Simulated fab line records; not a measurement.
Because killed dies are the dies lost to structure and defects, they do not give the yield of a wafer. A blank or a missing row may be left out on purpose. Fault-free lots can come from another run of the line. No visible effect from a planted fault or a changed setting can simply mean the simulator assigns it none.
Which of the tools did it? / flow n5 finfet / 15 lots with 45 wafers sampled at 4 steps, on a route of 1938 steps

== WHAT THE GAUGES SHOWED, per wafer ==
The record holds no reading of a measuring or inspecting step that can be judged against a usual standard deviation.

== TOOL THAT RAN EACH LOT (tool first, then ch and the chambers of the sampled wafers, then the start) ==
lot=L996; N5_BEOL_M7_CURE_74=uv cure-02 ch 0, day 8 13:09; N5_BEOL_M7_ETCH_61=rie diel-06 ch 0,1, day 8 14:18; N5_BEOL_M7_PEB_26=litho track-01 ch 0, day 8 15:38; N5_BEOL_M7_ETCH_66=rie diel-06 ch 0,1, day 8 15:55
lot=L997; N5_BEOL_M7_CURE_74=uv cure-01 ch 2, day 9 09:26; N5_BEOL_M7_ETCH_61=rie diel-06 ch 0,2,3, day 9 12:08; N5_BEOL_M7_PEB_26=litho track-01 ch 0, day 9 13:57; N5_BEOL_M7_ETCH_66=rie diel-06 ch 0,1,3, day 9 14:15
lot=L999; N5_BEOL_M7_CURE_74=uv cure-03 ch 0, day 9 20:58; N5_BEOL_M7_ETCH_61=rie diel-03 ch 2,3, day 9 23:49; N5_BEOL_M7_PEB_26=litho track-04 ch 0, day 10 00:33; N5_BEOL_M7_ETCH_66=rie diel-03 ch 0,2,3, day 10 00:49
lot=L100; N5_BEOL_M7_CURE_74=uv cure-02 ch 2, day 10 07:05; N5_BEOL_M7_ETCH_61=rie diel-05 ch 0,2,3, day 10 09:58; N5_BEOL_M7_PEB_26=litho track-04 ch 0, day 10 11:07; N5_BEOL_M7_ETCH_66=rie diel-06 ch 0,2,3, day 10 11:23
lot=L101; N5_BEOL_M7_CURE_74=uv cure-03 ch 0, day 10 14:43; N5_BEOL_M7_ETCH_61=rie diel-06 ch 2,3, day 10 17:11; N5_BEOL_M7_PEB_26=litho track-05 ch 0, day 10 21:35; N5_BEOL_M7_ETCH_66=rie diel-03 ch 0,2,3, day 10 21:51
lot=L102; N5_BEOL_M7_CURE_74=uv cure-01 ch 1, day 10 20:05; N5_BEOL_M7_ETCH_61=rie diel-05 ch 1,2, day 10 23:25; N5_BEOL_M7_PEB_26=litho track-01 ch 0, day 11 01:13; N5_BEOL_M7_ETCH_66=rie diel-03 ch 2,3, day 11 01:29
lot=L103; N5_BEOL_M7_CURE_74=uv cure-03 ch 0, day 11 17:25; N5_BEOL_M7_ETCH_61=rie diel-05 ch 1,2,3, day 11 18:32; N5_BEOL_M7_PEB_26=litho track-04, day 11 20:14; N5_BEOL_M7_ETCH_66=rie diel-05 ch 1,2, day 11 20:29
lot=L104; N5_BEOL_M7_CURE_74=uv cure-03 ch 2, day 11 18:20; N5_BEOL_M7_ETCH_61=rie diel-05 ch 0,1,3, day 11 21:39; N5_BEOL_M7_PEB_26=litho track-04, day 11 23:34; N5_BEOL_M7_ETCH_66=rie diel-05 ch 0,1,2, day 11 23:52
lot=L106; N5_BEOL_M7_CURE_74=uv cure-02 ch 1, day 12 05:46; N5_BEOL_M7_ETCH_61=rie diel-06 ch 0,2,3, day 12 08:43; N5_BEOL_M7_PEB_26=litho track-04, day 12 11:37; N5_BEOL_M7_ETCH_66=rie diel-03 ch 1,2,3, day 12 11:53
lot=L107; N5_BEOL_M7_CURE_74=uv cure-03 ch 2, day 12 14:31; N5_BEOL_M7_ETCH_61=rie diel-05 ch 1,2,3, day 12 16:39; N5_BEOL_M7_PEB_26=litho track-04 ch 0, day 12 17:19; N5_BEOL_M7_ETCH_66=rie diel-05 ch 1,2,3, day 12 17:35
lot=L114; N5_BEOL_M7_CURE_74=uv cure-02 ch 0, day 13 17:46; N5_BEOL_M7_ETCH_61=rie diel-05 ch 0,3, day 13 19:24; N5_BEOL_M7_PEB_26=litho track-04 ch 0, day 13 21:25; N5_BEOL_M7_ETCH_66=rie diel-05 ch 0,2,3, day 13 21:41
lot=L115; N5_BEOL_M7_CURE_74=uv cure-02 ch 0, day 13 20:12; N5_BEOL_M7_ETCH_61=rie diel-03 ch 1,2, day 13 22:48; N5_BEOL_M7_PEB_26=litho track-04 ch 0, day 14 00:50; N5_BEOL_M7_ETCH_66=rie diel-06 ch 0,3, day 14 01:07
lot=L116; N5_BEOL_M7_CURE_74=uv cure-02 ch 1, day 14 13:48; N5_BEOL_M7_ETCH_61=rie diel-06 ch 0,2,3, day 14 16:29; N5_BEOL_M7_PEB_26=litho track-01 ch 0, day 14 20:13; N5_BEOL_M7_ETCH_66=rie diel-03 ch 0,1,3, day 14 20:43
lot=L117; N5_BEOL_M7_CURE_74=uv cure-01 ch 2, day 14 16:14; N5_BEOL_M7_ETCH_61=rie diel-06 ch 0,1, day 14 17:37; N5_BEOL_M7_PEB_26=litho track-04 ch 0, day 14 20:15; N5_BEOL_M7_ETCH_66=rie diel-06 ch 0,1,3, day 14 21:01
lot=L119; N5_BEOL_M7_CURE_74=uv cure-03 ch 0, day 15 05:34; N5_BEOL_M7_ETCH_61=rie diel-03 ch 0,3, day 15 07:49; N5_BEOL_M7_PEB_26=litho track-05 ch 0, day 15 09:05; N5_BEOL_M7_ETCH_66=rie diel-05 ch 0,1,2, day 15 09:22
- N5_BEOL_M7_CURE_74: cures SiCOH lowk, time 240 s.
- N5_BEOL_M7_ETCH_61: etches SiARC in CF4, target depth 45.5 nm, time 75.8 s.
- N5_BEOL_M7_PEB_26: peb time 60 s.
- N5_BEOL_M7_ETCH_66: etches SOC in N2/H2, target depth 80 nm, overetch 16 nm, time 120 s.

== WHAT THE TOOLS THEMSELVES READ (means of the sampled wafers that have a number; where no wafer has one, the mark that the record gives instead) ==
N5_BEOL_M7_CURE_74. Usual: lamp power pct 52.32 %, standard deviation 0.053; wafer_temp_C_max 386.8, standard deviation 0.62.
lot=L996; tool=uv cure-02; lamp power pct (%)=52.28; wafer_temp_C_max=386.2; flag=
lot=L997; tool=uv cure-01; lamp power pct (%)=52.33; wafer_temp_C_max=386.8; flag=
lot=L999; tool=uv cure-03; lamp power pct (%)=52.35; wafer_temp_C_max=386.1; flag=
lot=L100; tool=uv cure-02; lamp power pct (%)=52.28; wafer_temp_C_max=386.4; flag=
lot=L101; tool=uv cure-03; lamp power pct (%)=52.33; wafer_temp_C_max=386.6; flag=
lot=L102; tool=uv cure-01; lamp power pct (%)=52.35; wafer_temp_C_max=387.8; flag=
lot=L103; tool=uv cure-03; lamp power pct (%)=52.32; wafer_temp_C_max=386.6; flag=
lot=L104; tool=uv cure-03; lamp power pct (%)=52.30; wafer_temp_C_max=386.6; flag=
lot=L106; tool=uv cure-02; lamp power pct (%)=52.37; wafer_temp_C_max=387.2; flag=
lot=L107; tool=uv cure-03; lamp power pct (%)=52.32; wafer_temp_C_max=386.1; flag=
lot=L114; tool=uv cure-02; lamp power pct (%)=52.29; wafer_temp_C_max=387.0; flag=
lot=L115; tool=uv cure-02; lamp power pct (%)=52.28; wafer_temp_C_max=386.6; flag=
lot=L116; tool=uv cure-02; lamp power pct (%)=52.37; wafer_temp_C_max=387.1; flag=
lot=L117; tool=uv cure-01; lamp power pct (%)=52.33; wafer_temp_C_max=387.1; flag=
lot=L119; tool=uv cure-03; lamp power pct (%)=52.34; wafer_temp_C_max=386.7; flag=

N5_BEOL_M7_ETCH_61. Usual: chamber pressure mTorr 40.00 mTorr (standard deviation 0.038); drypump motor current A 5.5 A (standard deviation 0.37); etch rf on time s 75.6 s (standard deviation 1.4); oes product au 0.68 a.u. (standard deviation 0.075); rf vpp V 184.1 V (standard deviation 1.1); showerhead plenum p Torr 2.15 Torr (standard deviation 0.053); throttle valve pct 15.62 % (standard deviation 0.24).
lot=L996; tool=rie diel-06; chamber pressure mTorr (mTorr)=39.99; drypump motor current A (A)=5.6; etch rf on time s (s)=76.1; oes product au (a.u.)=0.77; rf vpp V (V)=184.3; showerhead plenum p Torr (Torr)=2.23; throttle valve pct (%)=15.51; flag=
lot=L997; tool=rie diel-06; chamber pressure mTorr (mTorr)=40.00; drypump motor current A (A)=5.4; etch rf on time s (s)=74.8; oes product au (a.u.)=0.71; rf vpp V (V)=184.7; showerhead plenum p Torr (Torr)=2.13; throttle valve pct (%)=15.66; flag=
lot=L999; tool=rie diel-03; chamber pressure mTorr (mTorr)=39.96; drypump motor current A (A)=5.5; etch rf on time s (s)=76.1; oes product au (a.u.)=0.62; rf vpp V (V)=183.6; showerhead plenum p Torr (Torr)=2.16; throttle valve pct (%)=15.74; flag=
lot=L100; tool=rie diel-05; chamber pressure mTorr (mTorr)=39.99; drypump motor current A (A)=5.4; etch rf on time s (s)=76.3; oes product au (a.u.)=0.64; rf vpp V (V)=182.9; showerhead plenum p Torr (Torr)=2.14; throttle valve pct (%)=15.76; flag=
lot=L101; tool=rie diel-06; chamber pressure mTorr (mTorr)=39.95; drypump motor current A (A)=5.6; etch rf on time s (s)=74.8; oes product au (a.u.)=0.71; rf vpp V (V)=184.3; showerhead plenum p Torr (Torr)=2.13; throttle valve pct (%)=15.63; flag=
lot=L102; tool=rie diel-05; chamber pressure mTorr (mTorr)=40.03; drypump motor current A (A)=5.5; etch rf on time s (s)=75.1; oes product au (a.u.)=0.70; rf vpp V (V)=184.4; showerhead plenum p Torr (Torr)=2.13; throttle valve pct (%)=15.75; flag=
lot=L103; tool=rie diel-05; chamber pressure mTorr (mTorr)=40.01; drypump motor current A (A)=5.4; etch rf on time s (s)=75.8; oes product au (a.u.)=0.67; rf vpp V (V)=184.3; showerhead plenum p Torr (Torr)=2.13; throttle valve pct (%)=15.57; flag=
lot=L104; tool=rie diel-05; chamber pressure mTorr (mTorr)=40.01; drypump motor current A (A)=5.1; etch rf on time s (s)=76.5; oes product au (a.u.)=0.65; rf vpp V (V)=183.8; showerhead plenum p Torr (Torr)=2.11; throttle valve pct (%)=15.58; flag=
lot=L106; tool=rie diel-06; chamber pressure mTorr (mTorr)=39.99; drypump motor current A (A)=5.4; etch rf on time s (s)=75.0; oes product au (a.u.)=0.69; rf vpp V (V)=184.1; showerhead plenum p Torr (Torr)=2.12; throttle valve pct (%)=15.71; flag=
lot=L107; tool=rie diel-05; chamber pressure mTorr (mTorr)=39.98; drypump motor current A (A)=5.4; etch rf on time s (s)=75.6; oes product au (a.u.)=0.67; rf vpp V (V)=184.1; showerhead plenum p Torr (Torr)=2.12; throttle valve pct (%)=15.60; flag=
lot=L114; tool=rie diel-05; chamber pressure mTorr (mTorr)=40.01; drypump motor current A (A)=5.2; etch rf on time s (s)=77.9; oes product au (a.u.)=0.60; rf vpp V (V)=184.1; showerhead plenum p Torr (Torr)=2.13; throttle valve pct (%)=15.63; flag=
lot=L115; tool=rie diel-03; chamber pressure mTorr (mTorr)=39.99; drypump motor current A (A)=5.3; etch rf on time s (s)=76.1; oes product au (a.u.)=0.64; rf vpp V (V)=184.6; showerhead plenum p Torr (Torr)=2.17; throttle valve pct (%)=15.49; flag=
lot=L116; tool=rie diel-06; chamber pressure mTorr (mTorr)=40.04; drypump motor current A (A)=5.5; etch rf on time s (s)=75.4; oes product au (a.u.)=0.66; rf vpp V (V)=184.3; showerhead plenum p Torr (Torr)=2.11; throttle valve pct (%)=15.75; flag=
lot=L117; tool=rie diel-06; chamber pressure mTorr (mTorr)=39.99; drypump motor current A (A)=5.6; etch rf on time s (s)=75.8; oes product au (a.u.)=0.69; rf vpp V (V)=184.9; showerhead plenum p Torr (Torr)=2.21; throttle valve pct (%)=15.61; flag=
lot=L119; tool=rie diel-03; chamber pressure mTorr (mTorr)=40.03; drypump motor current A (A)=5.9; etch rf on time s (s)=75.2; oes product au (a.u.)=0.69; rf vpp V (V)=182.8; showerhead plenum p Torr (Torr)=2.10; throttle valve pct (%)=15.56; flag=

N5_BEOL_M7_PEB_26. Usual: chill plate temp C 23.00 C, standard deviation 0.1; exhaust pa 44.8 Pa, standard deviation 0.88.
lot=L996; tool=litho track-01; chill plate temp C (C)=23.08; exhaust pa (Pa)=46.3; flag=
lot=L997; tool=litho track-01; chill plate temp C (C)=22.89; exhaust pa (Pa)=43.6; flag=
lot=L999; tool=litho track-04; chill plate temp C (C)=22.95; exhaust pa (Pa)=44.7; flag=
lot=L100; tool=litho track-04; chill plate temp C (C)=22.95; exhaust pa (Pa)=44.5; flag=
lot=L101; tool=litho track-05; chill plate temp C (C)=23.09; exhaust pa (Pa)=44.1; flag=
lot=L102; tool=litho track-01; chill plate temp C (C)=23.08; exhaust pa (Pa)=44.9; flag=
lot=L103; tool=litho track-04; chill plate temp C (C)=-; exhaust pa (Pa)=-; flag=OFF
lot=L104; tool=litho track-04; chill plate temp C (C)=-; exhaust pa (Pa)=-; flag=OFF
lot=L106; tool=litho track-04; chill plate temp C (C)=-; exhaust pa (Pa)=-; flag=OFF
lot=L107; tool=litho track-04; chill plate temp C (C)=23.06; exhaust pa (Pa)=45.3; flag=
lot=L114; tool=litho track-04; chill plate temp C (C)=22.94; exhaust pa (Pa)=44.1; flag=
lot=L115; tool=litho track-04; chill plate temp C (C)=23.11; exhaust pa (Pa)=44.6; flag=
lot=L116; tool=litho track-01; chill plate temp C (C)=23.00; exhaust pa (Pa)=44.3; flag=
lot=L117; tool=litho track-04; chill plate temp C (C)=22.98; exhaust pa (Pa)=43.9; flag=
lot=L119; tool=litho track-05; chill plate temp C (C)=23.09; exhaust pa (Pa)=46.4; flag=

N5_BEOL_M7_ETCH_66. Usual: chamber pressure mTorr 30.002 mTorr, standard deviation 0.028; drypump motor current A 5.5 A, standard deviation 0.37; oes product au 0.61 a.u., standard deviation 0.06; rf vpp V 524.1 V, standard deviation 2; showerhead plenum p Torr 2.55 Torr, standard deviation 0.069; throttle valve pct 17.79 %, standard deviation 0.24.
lot=L996; tool=rie diel-06; chamber pressure mTorr (mTorr)=29.977; drypump motor current A (A)=5.6; oes product au (a.u.)=0.69; rf vpp V (V)=526.7; showerhead plenum p Torr (Torr)=2.65; throttle valve pct (%)=17.75; flag=
lot=L997; tool=rie diel-06; chamber pressure mTorr (mTorr)=29.997; drypump motor current A (A)=5.4; oes product au (a.u.)=0.68; rf vpp V (V)=525.2; showerhead plenum p Torr (Torr)=2.57; throttle valve pct (%)=17.78; flag=
lot=L999; tool=rie diel-03; chamber pressure mTorr (mTorr)=30.028; drypump motor current A (A)=5.8; oes product au (a.u.)=0.60; rf vpp V (V)=524.2; showerhead plenum p Torr (Torr)=2.55; throttle valve pct (%)=17.72; flag=
lot=L100; tool=rie diel-06; chamber pressure mTorr (mTorr)=29.996; drypump motor current A (A)=5.4; oes product au (a.u.)=0.62; rf vpp V (V)=522.7; showerhead plenum p Torr (Torr)=2.52; throttle valve pct (%)=17.88; flag=
lot=L101; tool=rie diel-03; chamber pressure mTorr (mTorr)=30.002; drypump motor current A (A)=5.8; oes product au (a.u.)=0.60; rf vpp V (V)=523.9; showerhead plenum p Torr (Torr)=2.55; throttle valve pct (%)=17.73; flag=
lot=L102; tool=rie diel-03; chamber pressure mTorr (mTorr)=29.998; drypump motor current A (A)=5.7; oes product au (a.u.)=0.54; rf vpp V (V)=526.1; showerhead plenum p Torr (Torr)=2.59; throttle valve pct (%)=17.76; flag=
lot=L103; tool=rie diel-05; chamber pressure mTorr (mTorr)=29.986; drypump motor current A (A)=5.6; oes product au (a.u.)=0.62; rf vpp V (V)=523.5; showerhead plenum p Torr (Torr)=2.52; throttle valve pct (%)=17.93; flag=
lot=L104; tool=rie diel-05; chamber pressure mTorr (mTorr)=29.987; drypump motor current A (A)=5.2; oes product au (a.u.)=0.59; rf vpp V (V)=522.7; showerhead plenum p Torr (Torr)=2.51; throttle valve pct (%)=17.93; flag=
lot=L106; tool=rie diel-03; chamber pressure mTorr (mTorr)=30.003; drypump motor current A (A)=5.4; oes product au (a.u.)=0.57; rf vpp V (V)=524.6; showerhead plenum p Torr (Torr)=2.57; throttle valve pct (%)=17.79; flag=
lot=L107; tool=rie diel-05; chamber pressure mTorr (mTorr)=29.972; drypump motor current A (A)=5.4; oes product au (a.u.)=0.61; rf vpp V (V)=523.0; showerhead plenum p Torr (Torr)=2.52; throttle valve pct (%)=17.76; flag=
lot=L114; tool=rie diel-05; chamber pressure mTorr (mTorr)=30.030; drypump motor current A (A)=5.4; oes product au (a.u.)=0.56; rf vpp V (V)=524.0; showerhead plenum p Torr (Torr)=2.53; throttle valve pct (%)=17.95; flag=
lot=L115; tool=rie diel-06; chamber pressure mTorr (mTorr)=29.990; drypump motor current A (A)=5.3; oes product au (a.u.)=0.58; rf vpp V (V)=522.3; showerhead plenum p Torr (Torr)=2.49; throttle valve pct (%)=17.97; flag=
lot=L116; tool=rie diel-03; chamber pressure mTorr (mTorr)=30.006; drypump motor current A (A)=5.6; oes product au (a.u.)=0.60; rf vpp V (V)=523.1; showerhead plenum p Torr (Torr)=2.52; throttle valve pct (%)=17.79; flag=
lot=L117; tool=rie diel-06; chamber pressure mTorr (mTorr)=29.968; drypump motor current A (A)=5.4; oes product au (a.u.)=0.62; rf vpp V (V)=525.1; showerhead plenum p Torr (Torr)=2.55; throttle valve pct (%)=17.85; flag=
lot=L119; tool=rie diel-05; chamber pressure mTorr (mTorr)=30.001; drypump motor current A (A)=5.2; oes product au (a.u.)=0.65; rf vpp V (V)=522.5; showerhead plenum p Torr (Torr)=2.50; throttle valve pct (%)=17.81; flag=

== THE ANSWER, worked out from the rows above alone ==
Rule: a lot counts as off when the mean over its wafers that have a number is more than 3 standard deviations away from the usual mean. Also off: a lot with no number at a reading for which 4 or more lots have one. The other lots that the step has rows for count as sound. The gauges are gone through in route order, then the tools' own readings, and for those a lot's mean is taken as printed above. The first step at which some lot is off is used, and at that step the reading that is off furthest; a lot without a number counts as furthest.
Off: L103, L104, L106 (N5_BEOL_M7_PEB_26, chill plate temp C). Without a number there: L103, L104, L106.
A tool fits if, at that step or a process step before it, it ran every lot that is off, and no sound lot after the first of them. None of those tried fits.

== WHAT THE SIMULATOR HAD INSERTED ==
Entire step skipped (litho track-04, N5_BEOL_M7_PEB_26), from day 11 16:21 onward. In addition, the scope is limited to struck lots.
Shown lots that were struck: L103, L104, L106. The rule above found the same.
